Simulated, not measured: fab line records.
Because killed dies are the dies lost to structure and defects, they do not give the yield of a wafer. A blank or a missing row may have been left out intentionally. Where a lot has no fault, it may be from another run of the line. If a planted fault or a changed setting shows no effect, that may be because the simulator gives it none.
Matching of chambers | flow n5Finfet | rieDiel-01 running N5_BEOL_M8_STRIP_36: 3 sister chambers
The step strips in N2/H2. 3 wafers are shown with their chamber, then 5 later ones without.

## WAFERS PAIRED WITH THEIR CHAMBERS
wafer  | chamber | showerheadPlenumPTorr (Torr)
L083.3 | 2       | 2.60
L085.1 | 1       | 2.47
L085.4 | 0       | 2.41

## WAFERS WITHOUT THEIR CHAMBER
wafer  | showerheadPlenumPTorr (Torr)
L085.6 | 2.47
L086.2 | 2.47
L086.4 | 2.41
L094.1 | 2.47
L094.3 | 2.59

## THE CHAMBER EACH PASSED THROUGH
wafer  | from the rows above | in truth
L085.6 | 1                   | 1
L086.2 | 1                   | 1
L086.4 | 0                   | 0
L094.1 | 1                   | 1
L094.3 | 2                   | 2
5 of 5 placed correctly. Left unplaced by these rows: 0. Placed wrongly: 0.
How it was worked out, from the rows above alone: a wafer's distance from a chamber is the root of the sum, over the readings, of the square of ((its reading less the chamber's mean) divided by the reading's scatter). If the next closest chamber is less than 2 further off than the closest, the wafer can't be placed; otherwise it belongs to the closest. The mean given for a chamber averages the wafers shown for that chamber. The scatter: root of mean squared gap, hidden wafer to nearest shown wafer, with one shown wafer a chamber.
